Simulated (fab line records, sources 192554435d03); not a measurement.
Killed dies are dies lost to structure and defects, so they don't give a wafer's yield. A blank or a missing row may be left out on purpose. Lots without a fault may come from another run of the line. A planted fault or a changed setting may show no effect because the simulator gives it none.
Split-lot experiment | flow n5_finfet | 7 lots, 39 wafers read, on a route of 1938 steps

THE SPLIT
At N5_MOL_CONTACT_COAG_EXPOSE_05 (exposes mask CA, defocus 0 nm), the setting dose_mj was moved away from the recipe's 38.25 on 9 of the 39 wafers read, by +2.5% to +4.6%. The other wafers ran this setting at the recipe's value.

FROM THE SPLIT TO THE READING: what the file shows between them, 14 steps
- N5_MOL_CONTACT_COAG_PEB_06: peb time 60 s
- N5_MOL_CONTACT_COAG_DEVELOP_07: develop time 30 s
- N5_MOL_CONTACT_COAG_CD_MEAS_08: target cd 28 nm
- N5_MOL_CONTACT_COAG_DESCUM_13: chemistry O2, time 7 s
- N5_MOL_CONTACT_COAG_ETCH_59: etches underlayer in N2/H2, target depth 13 nm, time 10.4 s
- N5_MOL_CONTACT_COAG_ETCH_105: etches SiARC in CF4, target depth 15.6 nm, time 26 s
- N5_MOL_CONTACT_COAG_ETCH_106: etches SOC in N2/H2, target depth 80 nm, overetch 16 nm, time 120 s
- N5_MOL_CONTACT_COAG_STRIP_107: strips in N2/H2
- N5_MOL_CONTACT_COAG_STRIP_108: strips in N2/H2
- N5_MOL_CONTACT_COAG_CONTACT_ETCH_14: etches SiO2 in C4F6/O2, target depth 27.5 nm, overetch 8.5 nm, time 20 s
- N5_MOL_CONTACT_COAG_STRIP_109: strips in C4F6/O2
- N5_MOL_CONTACT_COAG_ETCH_15: etches SiNx in CH3F/O2, stops on Si:P, target depth 7 nm
- N5_MOL_CONTACT_COAG_ETCH_110: etches Si in CF4/O2, target depth 2.5 nm, time 8 s
- N5_MOL_CONTACT_COAG_STRIP_98: strips in N2/H2

THE READING
cd_nm, in nm, at N5_MOL_CONTACT_COAG_CD_MEAS_99 (target cd 17.2 nm). Fault-free wafers of this fab line usually give 17.2 nm, standard deviation 0.32 nm.

wafer  | tool, chamber at the split | dose_mj as run | against the recipe | cd_nm, nm | against lot-mates on the recipe
L075.1 | euv_scanner-01, 0          | 38.25          | recipe             | 17.4      | -
L075.2 | euv_scanner-01, 0          | 38.25          | recipe             | 17.6      | -
L075.5 | euv_scanner-01, 0          | 38.25          | recipe             | 17.3      | -
L078.1 | euv_scanner-01, 0          | 38.25          | recipe             | 17.4      | -
L078.2 | euv_scanner-01, 0          | 38.25          | recipe             | 17.3      | -
L078.3 | euv_scanner-01, 0          | 38.25          | recipe             | 17.6      | -
L078.4 | euv_scanner-01, 0          | 38.25          | recipe             | 16.9      | -
L078.5 | euv_scanner-01, 0          | 38.25          | recipe             | 16.9      | -
L078.6 | euv_scanner-01, 0          | 38.25          | recipe             | 18.0      | -
L079.1 | euv_scanner-01, 0          | 38.25          | recipe             | 17.2      | -
L079.2 | euv_scanner-01, 0          | 39.19          | +2.5%              | 17.9      | +0.8
L079.3 | euv_scanner-01, 0          | 38.25          | recipe             | 16.7      | -
L079.4 | euv_scanner-01, 0          | 39.19          | +2.5%              | 18.1      | +1.0
L079.5 | euv_scanner-01, 0          | 39.19          | +2.5%              | 17.9      | +0.8
L079.6 | euv_scanner-01, 0          | 38.25          | recipe             | 17.4      | -
L080.1 | euv_scanner-02, 0          | 38.25          | recipe             | 17.2      | -
L080.2 | euv_scanner-02, 0          | 38.25          | recipe             | 17.3      | -
L080.3 | euv_scanner-02, 0          | 38.25          | recipe             | 17.3      | -
L080.4 | euv_scanner-02, 0          | 38.25          | recipe             | 17.3      | -
L080.5 | euv_scanner-02, 0          | 38.25          | recipe             | 17.4      | -
L080.6 | euv_scanner-02, 0          | 38.25          | recipe             | 17.0      | -
L082.1 | euv_scanner-01, 0          | 38.25          | recipe             | 16.7      | -
L082.2 | euv_scanner-01, 0          | 38.25          | recipe             | 17.1      | -
L082.3 | euv_scanner-01, 0          | 39.55          | +3.4%              | 17.9      | +0.8
L082.4 | euv_scanner-01, 0          | 39.55          | +3.4%              | 18.6      | +1.5
L082.5 | euv_scanner-01, 0          | 39.55          | +3.4%              | 18.3      | +1.2
L082.6 | euv_scanner-01, 0          | 38.25          | recipe             | 17.4      | -
L083.1 | euv_scanner-02, 0          | 38.25          | recipe             | 17.5      | -
L083.2 | euv_scanner-02, 0          | 38.25          | recipe             | 17.2      | -
L083.3 | euv_scanner-02, 0          | 38.25          | recipe             | 17.1      | -
L083.4 | euv_scanner-02, 0          | 38.25          | recipe             | 17.3      | -
L083.5 | euv_scanner-02, 0          | 38.25          | recipe             | 17.8      | -
L083.6 | euv_scanner-02, 0          | 38.25          | recipe             | 17.4      | -
L084.1 | euv_scanner-02, 0          | 40.01          | +4.6%              | 18.6      | +1.5
L084.2 | euv_scanner-02, 0          | 38.25          | recipe             | 17.1      | -
L084.3 | euv_scanner-02, 0          | 38.25          | recipe             | 17.2      | -
L084.4 | euv_scanner-02, 0          | 40.01          | +4.6%              | 18.8      | +1.7
L084.5 | euv_scanner-02, 0          | 38.25          | recipe             | 17.1      | -
L084.6 | euv_scanner-02, 0          | 40.01          | +4.6%              | 18.6      | +1.5

THE FIT
A straight line over all 39 wafers: cd_nm changes by +0.298 nm for each +1% of dose_mj; r = +0.87; the points scatter about the line by 0.27 nm.
The same after taking each lot's own level away (the mean of its wafers on the recipe; 39 wafers): +0.342 nm for each +1%; r = +0.91; scatter 0.24 nm.
On that fit, the largest move of dose_mj shifts the reading by 1.6 nm.
The lots' own levels span 17.07 to 17.43 nm, that is 1.1 times the standard deviation above.
So the lot-to-lot level changes the slope: the two fits differ.
Check: with one of the wafers moved furthest among these (+4.6%) left out of the fit, the line predicts +1.6 nm for it against its lot-mates. It came out at +1.47 nm against them.

THE WHOLE CHAIN: every reading that the file lists as answering this split, in the file's order
step                                | what it does                                                             | reading                                                                        | change (the file's fit)               | r (the file's)
N5_MOL_CONTACT_COAG_CD_MEAS_08      | target cd 28 nm                                                          | cd_nm                                                                          | +0.254 nm for each +1% of the setting | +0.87
N5_MOL_CONTACT_COAG_ETCH_59         | etches underlayer in N2/H2, target depth 13 nm, time 10.4 s              | MOL_CONTACT_COAG.cd_offset_nm (the simulator's own value, which no gauge read) | +0.271 nm for each +1% of the setting | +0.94
N5_MOL_CONTACT_COAG_ETCH_106        | etches SOC in N2/H2, target depth 80 nm, overetch 16 nm, time 120 s      | MOL_CONTACT_COAG.cd_offset_nm (the simulator's own value, which no gauge read) | +0.254 nm for each +1% of the setting | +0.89
N5_MOL_CONTACT_COAG_CONTACT_ETCH_14 | etches SiO2 in C4F6/O2, target depth 27.5 nm, overetch 8.5 nm, time 20 s | MOL_CONTACT_COAG.cd_offset_nm (the simulator's own value, which no gauge read) | +0.294 nm for each +1% of the setting | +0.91
N5_MOL_CONTACT_COAG_ETCH_110        | etches Si in CF4/O2, target depth 2.5 nm, time 8 s                       | MOL_CONTACT_COAG.cd_offset_nm (the simulator's own value, which no gauge read) | +0.278 nm for each +1% of the setting | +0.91
N5_MOL_CONTACT_COAG_CD_MEAS_99      | target cd 17.2 nm                                                        | cd_nm                                                                          | +0.339 nm for each +1% of the setting | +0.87

THE FILE'S OWN FIT
cd_nm changes by +0.339 nm for each +1% of dose_mj, r = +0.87.
